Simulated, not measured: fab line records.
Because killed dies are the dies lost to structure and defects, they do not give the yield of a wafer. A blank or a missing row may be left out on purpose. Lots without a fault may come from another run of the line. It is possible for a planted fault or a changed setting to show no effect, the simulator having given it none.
Split-lot experiment    flow n5_finfet    on a route of 1938 steps: 7 lots, 21 wafers read

== ABOUT THE SPLIT ==
At N5_BEOL_M4_COAT_05 (resist thk 30 nm), the setting spin_rpm was moved away from the recipe's 1500 rpm on 7 of the 21 wafers read, by +3.1% to +8.0%. The other wafers ran this setting at the recipe's value.

== FROM THE SPLIT TO THE READING: what the file shows between them, 3 steps ==
- N5_BEOL_M4_EBR_07
- N5_BEOL_M4_SOFTBAKE_06: time 60 s
- N5_BEOL_M4_DESCUM_16: chemistry O2, time 7 s

== THE READING ==
CAR-EUV_of_BEOL_M4_COAT_05.thk_nm (the simulator's own value, which no gauge read), in nm, at N5_BEOL_M4_ETCH_74 (etches underlayer in N2/H2, target depth 6.5 nm, time 5.2 s). There is no usual value for it anywhere in the file. The 14 wafers here that ran the recipe average 20.3 nm, standard deviation 0.1 nm.

wafer   tool, chamber at the split  spin_rpm as run, rpm  against the recipe  CAR-EUV_of_BEOL_M4_COAT_05.thk_nm, nm  against lot-mates on the recipe
L074.2  litho_track-05, 0           1500                  recipe              20.4                                   -
L074.3  litho_track-05, 0           1500                  recipe              20.2                                   -
L074.6  litho_track-05, 0           1573                  +4.9%               19.6                                   -0.7
L076.1  litho_track-02, 0           1546                  +3.1%               19.8                                   -0.6
L076.5  litho_track-02, 0           1546                  +3.1%               19.8                                   -0.6
L076.2  litho_track-02, 0           1500                  recipe              20.4                                   -
L083.2  litho_track-03, 0           1500                  recipe              20.2                                   -
L083.3  litho_track-03, 0           1500                  recipe              20.4                                   -
L083.5  litho_track-03, 0           1500                  recipe              20.4                                   -
L084.1  litho_track-03, 0           1500                  recipe              20.2                                   -
L084.3  litho_track-03, 0           1500                  recipe              20.2                                   -
L084.6  litho_track-03, 0           1609                  +7.3%               19.2                                   -1.0
L092.1  litho_track-05, 0           1500                  recipe              20.2                                   -
L092.4  litho_track-05, 0           1500                  recipe              20.2                                   -
L092.6  litho_track-05, 0           1603                  +6.9%               19.2                                   -1.0
L095.1  litho_track-02, 0           1500                  recipe              20.4                                   -
L095.2  litho_track-02, 0           1500                  recipe              20.4                                   -
L095.4  litho_track-02, 0           1500                  recipe              20.2                                   -
L094.1  litho_track-02, 0           1500                  recipe              20.4                                   -
L094.3  litho_track-02, 0           1620                  +8.0%               19.2                                   -1.2
L094.5  litho_track-02, 0           1620                  +8.0%               19                                     -1.4

THE FIT
A straight line over all 21 wafers: CAR-EUV_of_BEOL_M4_COAT_05.thk_nm changes by -0.152 nm for each +1% of spin_rpm; r = -0.98; the points scatter about the line by 0.094 nm.
The same after taking each lot's own level away (the mean of its wafers on the recipe; 21 wafers): -0.154 nm for each +1%; r = -0.98; scatter 0.09 nm.
According to that fit, moving spin_rpm by its largest amount changes the reading by 1.2 nm.
Measured against the standard deviation above, the lots' own levels, which go from 20.20 to 20.40 nm, span 2.0 times it.
Consequently the slope shifts little with the lot-to-lot level, the two slopes agreeing.
Check: -1.25 nm against its lot-mates is what the line predicts for one of the wafers moved furthest among these (+8.0%) when that wafer is left out of the fit. It came out at -1.2 nm against them.

== THE OTHER SPLITS THESE WAFERS WENT THROUGH ==
Other splits were also applied to these wafers ahead of the reading. Each is held against what the fit with the lots' levels taken away leaves over:
other split on the same wafers     wafers away from the commonest value  r with CAR-EUV_of_BEOL_M4_COAT_05.thk_nm (lot level and that fit taken away)
N5_BEOL_M1_ETCH_64 source_w        6                                     -0.22
N5_BEOL_M2_HM_DEP_02 target_thk_a  6                                     +0.11
N5_BEOL_M2_COAT_61 temp_c          2                                     +0.17
N5_BEOL_M3_COAT_22 spin_rpm        7                                     -0.30
N5_BEOL_M3_DESCUM_33 time_s        1                                     -0.02

== THE WHOLE CHAIN: every reading that the file lists as answering this split, in the file's order ==
step                  what it does                                                 reading                                                                             change (the file's fit)                r (the file's)
N5_BEOL_M4_COAT_05    resist thk 30 nm                                             CAR-EUV_of_BEOL_M4_COAT_05.thk_nm (the simulator's own value, which no gauge read)  -0.156 nm for each +1% of the setting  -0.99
N5_BEOL_M4_DESCUM_16  chemistry O2, time 7 s                                       CAR-EUV_of_BEOL_M4_COAT_05.thk_nm (the simulator's own value, which no gauge read)  -0.138 nm for each +1% of the setting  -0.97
N5_BEOL_M4_ETCH_74    etches underlayer in N2/H2, target depth 6.5 nm, time 5.2 s  CAR-EUV_of_BEOL_M4_COAT_05.thk_nm (the simulator's own value, which no gauge read)  -0.151 nm for each +1% of the setting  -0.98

== THE FILE'S OWN FIT ==
CAR-EUV_of_BEOL_M4_COAT_05.thk_nm changes by -0.151 nm for each +1% of spin_rpm, r = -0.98.
